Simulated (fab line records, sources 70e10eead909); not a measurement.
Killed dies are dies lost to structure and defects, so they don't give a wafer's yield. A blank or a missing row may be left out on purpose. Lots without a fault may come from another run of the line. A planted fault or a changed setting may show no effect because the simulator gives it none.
Chamber matching | flow nand_harc | NHARC_A_CHANNEL_HOLE_D2_ETCH_39 on rie_diel-10: 4 sister chambers
The step etches the open film in N2/H2, target depth 260 nm, time 325 s. 16 wafers are shown with their chamber, then 8 later ones without.

WAFERS WITH THEIR CHAMBER
wafer  | chamber | drypump_motor_current_A (A) | rf_vpp_V (V) | oes_product_au (a.u.)
L826.2 | 3       | 5.4                         | 430.1        | 1.006
L826.3 | 0       | 6.2                         | 427.8        | 1.005
L826.6 | 2       | 5.6                         | 434.6        | 1.002
L825.2 | 2       | 5.6                         | 434.6        | 0.999
L825.5 | 0       | 6.2                         | 426.2        | 1.008
L825.6 | 1       | 5.7                         | 432.9        | 0.989
L830.1 | 1       | 5.8                         | 431.2        | 0.995
L830.2 | 0       | 6.2                         | 427.6        | 0.999
L830.3 | 2       | 5.6                         | 435.9        | 0.992
L832.2 | 2       | 5.6                         | 433.6        | 1.002
L832.4 | 1       | 5.8                         | 432.5        | 0.994
L832.6 | 0       | 6.2                         | 425.5        | 1.003
L833.2 | 1       | 5.7                         | 431.1        | 1.001
L833.4 | 3       | 5.4                         | 429.3        | 1.004
L833.5 | 2       | 5.6                         | 435.5        | 1.001
L838.1 | 1       | 5.7                         | 430.2        | 0.996

SIGNATURES (means of the wafers above)
reading                 | chamber 0 | chamber 1 | chamber 2 | chamber 3 | scatter within a chamber
drypump_motor_current_A | 6.200     | 5.740     | 5.600     | 5.400     | 0.0316
rf_vpp_V                | 426.775   | 431.580   | 434.840   | 429.700   | 1
oes_product_au          | 1.00375   | 0.99500   | 0.99920   | 1.00500   | 0.00397
Rule: a wafer's distance from a chamber is the root of the sum, over the readings, of the square of ((its reading less the chamber's mean) divided by the reading's scatter). The wafer belongs to the nearest chamber; if the next one is less than 2 further off, it can't be placed. The scatter: the root of (the sum of the squares of (reading less its chamber's mean) over the shown wafers, divided by (wafers less chambers)).

WAFERS WITHOUT THEIR CHAMBER
wafer  | drypump_motor_current_A (A) | rf_vpp_V (V) | oes_product_au (a.u.)
L838.2 | 6.2                         | 427.1        | 1.006
L838.3 | 5.4                         | 429.9        | 1.006
L840.2 | 5.7                         | 431.1        | 1.003
L840.5 | 5.6                         | 435.6        | 1.006
L840.6 | 5.4                         | 431.1        | 1.005
L844.3 | 5.7                         | 431.0        | 0.993
L844.4 | 5.6                         | 434.1        | 1.011
L844.6 | 5.6                         | 435.4        | 1.004

WHICH CHAMBER EACH WENT THROUGH
wafer  | from the rows above | in truth
L838.2 | 0                   | 0
L838.3 | 3                   | 3
L840.2 | 1                   | 1
L840.5 | 2                   | 2
L840.6 | 3                   | 3
L844.3 | 1                   | 1
L844.4 | 2                   | 2
L844.6 | 2                   | 2
Placed correctly: 8 of 8. Can't be placed from these rows: 0. Placed wrongly: 0.
